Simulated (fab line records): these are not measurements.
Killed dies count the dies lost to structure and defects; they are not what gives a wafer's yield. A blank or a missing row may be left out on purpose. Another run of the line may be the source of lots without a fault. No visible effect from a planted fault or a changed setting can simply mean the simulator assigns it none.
Chamber matching ; flow n5-finfet ; 4 sister chambers for N5_BEOL_M14_STRIP_37 on rie-diel-04
The step strips in O2. 4 wafers are shown with their chamber, then 7 later ones without.

## EACH WAFER AND ITS CHAMBER
wafer;chamber;drypump-motor-current-A (A)
L084.4;3;5.6
L084.5;1;5.4
L091.1;2;6.4
L091.3;0;6.1

## WAFERS MISSING THEIR CHAMBER
wafer;drypump-motor-current-A (A)
L091.4;5.4
L094.2;5.4
L094.3;5.6
L094.5;6.1
L096.2;6.1
L096.3;5.7
L096.4;5.7

## EACH ONE'S CHAMBER
wafer;from the rows above;in truth
L091.4;1;1
L094.2;1;1
L094.3;3;3
L094.5;0;0
L096.2;0;0
L096.3;3;3
L096.4;3;3
Correct placement for 7 of the 7. Left unplaced by these rows: 0. Wrongly placed: 0.
How it was worked out, from the rows above alone: a wafer's distance from a chamber is the root of the sum, over the readings, of the square of ((its reading less the chamber's mean) divided by the reading's scatter). If the next closest chamber is less than 2 further off than the closest, the wafer can't be placed; otherwise it belongs to the closest. A chamber's mean is the mean of its shown wafers. The scatter (one wafer shown for each chamber): square how far every hidden wafer sits from the nearest shown wafer, average those squares and take the square root.
